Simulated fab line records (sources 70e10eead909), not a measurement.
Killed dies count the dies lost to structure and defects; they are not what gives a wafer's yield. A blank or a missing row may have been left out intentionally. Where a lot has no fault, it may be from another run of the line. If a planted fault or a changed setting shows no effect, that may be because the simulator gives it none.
fab line records -- flow nand_harc
record: lots: 12, wafers: 36, last_day: 25
route steps=1159 shown A_M1@1047 A_BONDPAD@1075 END@1159
lots with no fault: from the same line, run without faults
start_h: the number of hours between the record's first day and the start of the first shown wafer of the lot -- wait_h: hours since the lot's step before -- " identical to the entry in the row above -- L1.1+2: several wafers, shown together as one row -- - value missing, or start not given -- * or withheld: withheld -- < > ~ a bound
route shown NAME@n: names a module that has steps shown in the file, with the first one's number in the route -- usual: mean and standard deviation over wafers with no fault -- same: alike in all rows -- chamber/n: place in a boat -- sites: the reading at each site -- _std_site: how widely they spread, as a standard deviation -- _edge_site: mean of outer sites minus mean of inner sites -- radius_mm: how far each site lies from the wafer's centre -- mask NAME#n: copy n -- behind: tool/chamber where the wafer was last shaped -- hold: what put the lot on hold/how long, in hours/how the hold closed -- device: transistor that didn't switch, given as n, p or np -- end of line: at the end of the route, the tests of the same wafers -- where a step has no rows: the recipe by itself -- killed: not the wafer's yield, but the dies lost to structure and defects at the first sort -- map: dies across one wafer; x = killed, . = not, _ = none there
set.NAME: the run value of the setting; set.NAME@STEP: its run value at that earlier step -- model.NAME: the simulator's own value behind a step, which no gauge read
one table for each step of the route and one row for each wafer, over a sample of lots
services: the hour from which a tool's chamber was out of use, counted from the record's first day as start_h (under 0 if before that day), plus the number of hours and why
== steps ==
step: NHARC_A_M1_PRE_CLEAN_30
recipe: time_s: 30, temp_c: 280, gas: H2/He
usual: heater_power_w: 426/45
lot.wafer,tool,chamber,start_h,wait_h,heater_power_w
L515.4,pvd_sputter-02,-,418.80,-,441
L515.2,pvd_sputter-02,-,418.80,-,355
L515.5,pvd_sputter-02,-,418.80,-,457
L516.3,pvd_sputter-01,-,420.75,-,501
L516.1,pvd_sputter-01,-,420.75,-,396
L516.6,pvd_sputter-01,-,420.75,-,415
L517.4,pvd_sputter-02,-,424.27,-,442
L517.2,pvd_sputter-02,-,424.27,-,478
L517.6,pvd_sputter-02,-,424.27,-,452
L518.2,pvd_sputter-01,-,436.12,-,411
L518.4,pvd_sputter-01,-,436.12,-,448
L518.1,pvd_sputter-01,-,436.12,-,493
L519.3,pvd_sputter-01,-,436.92,-,401
L519.1,pvd_sputter-01,-,436.92,-,503
L519.6,pvd_sputter-01,-,436.92,-,407
L522.4,pvd_sputter-01,-,461.80,-,499
L522.1,pvd_sputter-01,-,461.80,-,407
L522.3,pvd_sputter-01,-,461.80,-,445
L531.1,pvd_sputter-02,-,508.96,-,466
L531.3,pvd_sputter-02,-,508.96,-,460
L531.5,pvd_sputter-02,-,508.96,-,456
L528.3,pvd_sputter-03,-,512.14,-,362
L528.1,pvd_sputter-03,-,512.14,-,375
L528.4,pvd_sputter-03,-,512.14,-,394
L530.1,pvd_sputter-03,-,524.25,-,360
L530.4,pvd_sputter-03,-,524.25,-,453
L530.2,pvd_sputter-03,-,524.25,-,377
L532.4,pvd_sputter-02,-,524.71,-,446
L532.2,pvd_sputter-02,-,524.71,-,464
L532.5,pvd_sputter-02,-,524.71,-,365
L534.3,pvd_sputter-03,-,532.36,-,360
L534.1,pvd_sputter-03,-,532.36,-,455
L534.5,pvd_sputter-03,-,532.36,-,377
L537.4,pvd_sputter-03,-,548.78,-,402
L537.2,pvd_sputter-03,-,548.78,-,358
L537.5,pvd_sputter-03,-,548.78,-,382
step: NHARC_A_BONDPAD_DESCUM_11
recipe: time_s: 3, o2_flow_sccm: 200, ar_flow_sccm: 0, bias_power_w: 0, chemistry: O2
usual: chamber_pressure_mTorr: 59.99/0.059, drypump_motor_current_A: 6.0/0.38, oes_product_au: 1.005/0.012, rf_vpp_V: 57.8/0.9, showerhead_plenum_p_Torr: 1.92/0.1, throttle_valve_pct: 11.312/0.0089
lot.wafer,tool,chamber,start_h,wait_h,chamber_pressure_mTorr,drypump_motor_current_A,oes_product_au,rf_hours_counter_h,rf_vpp_V,showerhead_plenum_p_Torr,throttle_valve_pct
L515.2,rie_diel-03,1,423.11,-,59.93,6.4,0.973,9,57.6,1.84,11.300
L515.4,rie_diel-03,2,423.11,-,59.97,5.9,1.014,8,57.9,2.07,11.327
L515.5,rie_diel-03,0,423.11,-,60.05,6.1,1.001,-,57.6,1.83,11.317
L516.1,rie_diel-05,1,424.68,-,60.06,6.1,0.997,2,56.6,1.96,11.311
L516.3,rie_diel-05,2,424.68,-,60.11,6.2,1.020,2,57.2,1.80,11.305
L516.6,rie_diel-05,0,424.68,-,59.99,5.5,0.994,-,58.1,1.80,11.301
L517.4,rie_diel-05,2,427.93,-,59.97,6.2,1.023,3,59.0,1.80,11.315
L517.2,rie_diel-05,3,427.93,-,60.08,6.6,1.020,2,58.5,2.03,11.319
L517.6,rie_diel-05,2,427.93,-,59.97,6.2,1.012,-,57.2,1.80,11.321
L518.4,rie_diel-06,1,439.73,-,60.08,5.8,1.017,1,57.1,1.90,11.333
L518.2,rie_diel-06,3,439.73,-,59.89,6.0,0.994,2,57.8,2.08,11.312
L518.1,rie_diel-06,0,439.73,-,59.99,5.4,1.006,2,57.6,1.82,11.314
L519.3,rie_diel-05,3,440.55,-,59.96,6.6,1.017,2,57.5,2.03,11.310
L519.1,rie_diel-05,2,440.55,-,59.99,6.2,1.012,3,57.4,1.80,11.328
L519.6,rie_diel-05,2,440.55,-,59.94,6.2,1.016,-,57.9,1.80,11.306
L522.3,rie_diel-05,0,465.50,-,59.94,5.5,0.998,3,56.8,1.80,11.310
L522.4,rie_diel-05,1,465.50,-,60.07,6.1,1.005,4,58.6,1.96,11.311
L522.1,rie_diel-05,3,465.50,-,59.96,6.6,1.006,3,58.5,2.03,11.319
L531.3,rie_diel-05,2,512.83,-,59.85,6.2,1.017,6,58.1,1.80,11.319
L531.1,rie_diel-05,0,512.83,-,60.06,5.5,0.991,5,55.7,1.80,11.311
L531.5,rie_diel-05,1,512.83,-,60.01,6.1,0.991,-,58.2,1.96,11.309
L528.4,rie_diel-06,2,515.67,-,60.05,5.6,0.997,13,58.9,2.00,11.331
L528.3,rie_diel-06,3,515.67,-,59.96,6.0,0.988,18,58.9,2.07,11.308
L528.1,rie_diel-06,1,515.67,-,60.03,5.8,1.027,17,57.8,1.90,11.333
L530.2,rie_diel-05,3,527.96,-,60.10,6.6,1.000,0,58.5,2.03,11.303
L530.1,rie_diel-05,0,527.96,-,60.10,5.6,1.004,0,56.6,1.80,11.309
L530.4,rie_diel-05,0,527.96,-,60.00,5.5,1.003,-,58.0,1.80,11.297
L532.4,rie_diel-06,3,528.37,-,59.92,6.0,0.991,20,58.2,2.07,11.312
L532.2,rie_diel-06,1,528.37,-,59.99,5.8,1.021,19,58.6,1.90,11.316
L532.5,rie_diel-06,3,528.37,-,59.99,6.0,0.988,-,57.7,2.07,11.328
L534.1,rie_diel-05,2,536.20,-,60.09,6.2,0.997,1,56.6,1.80,11.321
L534.3,rie_diel-05,3,536.20,-,59.97,6.6,1.008,1,58.4,2.03,11.319
L534.5,rie_diel-05,2,536.20,-,59.95,6.2,1.002,-,57.0,1.80,11.304
L537.4,rie_diel-05,1,552.28,-,59.93,6.1,0.992,0,58.2,1.96,11.308
L537.2,rie_diel-05,3,552.28,-,59.97,6.7,1.006,1,57.8,2.03,11.312
L537.5,rie_diel-05,0,552.28,-,59.93,5.5,0.997,-,57.0,1.80,11.296
step: NHARC_A_BONDPAD_CD_MEAS_13
usual: cd_nm: 499.0/2.7
lot.wafer,tool,chamber,start_h,wait_h,cd_nm
L515.2,cd_sem-02,-,423.41,-,497.4
L515.4,cd_sem-02,-,423.41,-,499.8
L515.5,cd_sem-02,-,423.41,-,494.9
L516.1,cd_sem-01,-,424.98,-,501.2
L516.3,cd_sem-01,-,424.98,-,496.4
L516.6,cd_sem-01,-,424.98,-,496.3
L517.2,cd_sem-01,-,428.25,-,500.8
L517.4,cd_sem-01,-,428.25,-,499.9
L517.6,cd_sem-01,-,428.25,-,494.3
L518.1,cd_sem-03,-,440.07,-,499.2
L518.2,cd_sem-03,-,440.07,-,503.1
L518.4,cd_sem-03,-,440.07,-,497.5
L519.1,cd_sem-01,-,440.92,-,501.4
L519.3,cd_sem-01,-,440.92,-,504.1
L519.6,cd_sem-01,-,440.92,-,501.2
L522.1,cd_sem-03,-,465.82,-,502.0
L522.3,cd_sem-03,-,465.82,-,501.4
L522.4,cd_sem-03,-,465.82,-,501.8
L531.1,cd_sem-02,-,513.19,-,502.4
L531.3,cd_sem-02,-,513.19,-,506.5
L531.5,cd_sem-02,-,513.19,-,501.9
L528.1,cd_sem-03,-,516.04,-,495.6
L528.3,cd_sem-03,-,516.04,-,499.3
L528.4,cd_sem-03,-,516.04,-,496.8
L530.1,cd_sem-01,-,528.31,-,496.7
L530.2,cd_sem-01,-,528.31,-,499.3
L530.4,cd_sem-01,-,528.31,-,497.5
L532.2,cd_sem-01,-,528.68,-,494.1
L532.4,cd_sem-01,-,528.68,-,495.1
L532.5,cd_sem-01,-,528.68,-,496.8
L534.1,cd_sem-01,-,536.56,-,494.0
L534.3,cd_sem-01,-,536.56,-,500.6
L534.5,cd_sem-01,-,536.56,-,497.0
L537.2,cd_sem-03,-,552.59,-,502.3
L537.4,cd_sem-03,-,552.59,-,497.7
L537.5,cd_sem-03,-,552.59,-,498.4
step: NHARC_A_BONDPAD_PRE_CLEAN_26
recipe: time_s: 30, temp_c: 280, gas: H2/He
usual: heater_power_w: 423/46
lot.wafer,tool,chamber,start_h,wait_h,heater_power_w
L515.2,pvd_sputter-03,-,-,-,394
L515.4,pvd_sputter-03,-,-,-,406
L515.5,pvd_sputter-03,-,-,-,467
L516.3,pvd_sputter-01,-,-,-,494
L516.1,pvd_sputter-01,-,-,-,396
L516.6,pvd_sputter-01,-,-,-,402
L517.4,pvd_sputter-01,-,-,-,500
L517.2,pvd_sputter-01,-,-,-,403
L517.6,pvd_sputter-01,-,-,-,392
L518.2,pvd_sputter-03,-,-,-,392
L518.1,pvd_sputter-03,-,-,-,404
L518.4,pvd_sputter-03,-,-,-,364
L519.1,pvd_sputter-03,-,-,-,361
L519.3,pvd_sputter-03,-,-,-,395
L519.6,pvd_sputter-03,-,-,-,403
L522.4,pvd_sputter-01,-,-,-,405
L522.3,pvd_sputter-01,-,-,-,392
L522.1,pvd_sputter-01,-,-,-,503
L531.1,pvd_sputter-02,-,-,-,467
L531.3,pvd_sputter-02,-,-,-,363
L531.5,pvd_sputter-02,-,-,-,477
L528.1,pvd_sputter-02,-,-,-,478
L528.3,pvd_sputter-02,-,-,-,356
L528.4,pvd_sputter-02,-,-,-,461
L530.1,pvd_sputter-02,-,-,-,462
L530.2,pvd_sputter-02,-,-,-,446
L530.4,pvd_sputter-02,-,-,-,480
L532.4,pvd_sputter-03,-,-,-,362
L532.2,pvd_sputter-03,-,-,-,372
L532.5,pvd_sputter-03,-,-,-,354
L534.3,pvd_sputter-01,-,-,-,396
L534.1,pvd_sputter-01,-,-,-,489
L534.5,pvd_sputter-01,-,-,-,406
L537.2,pvd_sputter-03,-,-,-,442
L537.4,pvd_sputter-03,-,-,-,369
L537.5,pvd_sputter-03,-,-,-,357
step: NHARC_END_SORT_01
recipe: temp_c: 25
usual: defect_limited_yield: 95.8/1.3, killed_at_array: 24/8.7, killed_at_other: 0.8/1.2, killed_at_periphery: 3.6/2.3, killed_dies: 28/8.9, killed_open: 3.2/1.9, killed_short: 2.0/1.6, sort_bin_2_pct: 1.3/0.57, sort_bin_3_pct: 0.22/0.19, sort_bin_4_pct: 2.7/0.89, sort_n_pass: 649/8.9, sort_rim_yield_pct: 95/3.1, sort_yield_pct: 95.8/1.3
same: gross_dies: 677, sort_bin_5_pct[%]: 0, sort_bin_6_pct[%]: 0, sort_bin_7_pct[%]: 0, sort_bin_8_pct[%]: 0, sort_rim_n_gross: 106.00
lot.wafer,tool,chamber,start_h,wait_h,defect_limited_yield[%],killed_at_array,killed_at_other,killed_at_periphery,killed_dies,killed_open,killed_short,sort_bin_2_pct[%],sort_bin_3_pct[%],sort_bin_4_pct[%],sort_n_pass,sort_rim_yield_pct[%],sort_yield_pct[%]
L522.1,prober-02,0,496.76,2.5,94.4,30,0,8,38,2,2,1.6,0.44,3.5,639,95,94.4
L522.3,prober-02,0,498.38,3.1,95.9,22,1,5,28,2,2,1.6,0.44,2.1,649,92,95.9
L522.4,prober-02,0,499.19,3.4,91.3,50,2,7,59,6,3,3.1,1.62,4.0,618,89,91.3
killed by level:class
L522.1 A_SLIT:chamber_film_flake=15 A_STAIRCASE:chamber_film_flake=4 A_WL_FILL:chamber_film_flake=3 A_CONTACT:chamber_film_flake=3 A_CONTACT:geometric_particle:short=2 P_ZERO_WELL:chamber_film_flake=2 P_STI:chamber_film_flake=2 P_M2:chamber_film_flake=2
L522.3 A_SLIT:chamber_film_flake=7 A_WL_FILL:chamber_film_flake=4 P_M2:chamber_film_flake=3 A_CHANNEL_HOLE_D1:chamber_film_flake=3 P_ZERO_WELL:chamber_film_flake=2 A_STAIRCASE:chamber_film_flake=2 A_CONTACT:chamber_film_flake=2 A_ONON_D1:geometric_particle:open=1
L522.4 A_M1:unspecified=27 A_SLIT:chamber_film_flake=13 P_M0:geometric_particle:open=2 P_ZERO_WELL:chamber_film_flake=2 P_M2:chamber_film_flake=2 A_CONTACT:chamber_film_flake=2 A_ONON_D1:geometric_particle:short=1 A_CHANNEL_HOLE_D1:geometric_particle:open=1
== services ==
tool,chamber,start_h,hours,kind
pvd_sputter-02,-,395.21,10.0,pm
rie_diel-05,0,398.60,-,clean
rie_diel-05,1,398.60,-,clean
rie_diel-05,2,398.60,-,clean
rie_diel-05,3,398.60,-,clean
rie_diel-06,-,418.20,9.0,pm
rie_diel-05,0,423.10,-,clean
rie_diel-05,1,423.10,-,clean
rie_diel-05,2,423.10,-,clean
rie_diel-05,3,423.10,-,clean
rie_diel-05,0,431.28,16.0,repair
rie_diel-05,0,447.60,-,clean
rie_diel-05,1,447.60,-,clean
pvd_sputter-03,-,458.00,10.0,pm
pvd_sputter-02,-,465.80,1.1,repair
rie_diel-05,0,466.79,4.3,repair
rie_diel-05,-,477.83,0.7,repair
rie_diel-06,2,492.00,16.2,repair
pvd_sputter-03,-,494.74,2.8,repair
rie_diel-05,3,505.29,17.2,repair
pvd_sputter-03,-,517.47,1.9,repair
rie_diel-05,-,517.60,9.0,pm
pvd_sputter-01,-,537.83,10.0,pm
pvd_sputter-01,-,550.11,3.2,repair
== key ==
first_sign: step: NHARC_END_SORT_01, reading: killed_dies, direction: up, sigmas: 3.4, usual: 28, struck: 59
effect: step: NHARC_END_SORT_01, reading: defect_limited_yield, direction: down, sigmas: 3.4, usual: 95.8, struck: 91.3
more_kills_born_at: NHARC_A_M1_PRE_CLEAN_30@pvd_sputter-01: 27
met_at NHARC_A_M1_PRE_CLEAN_30
struck_lots L522
struck_wafers L522.4
not_acting_at NHARC_A_BONDPAD_DESCUM_11,NHARC_A_BONDPAD_CD_MEAS_13,NHARC_A_BONDPAD_PRE_CLEAN_26
onset_between 436.92 461.80
fault: kind: chamber_particle_source, tool: pvd_sputter-01, chamber: -, onset_h: 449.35, steps: NHARC_A_M1_PRE_CLEAN_30, rate_per_visit_cm2: 0.59069, scope: struck_wafers_only
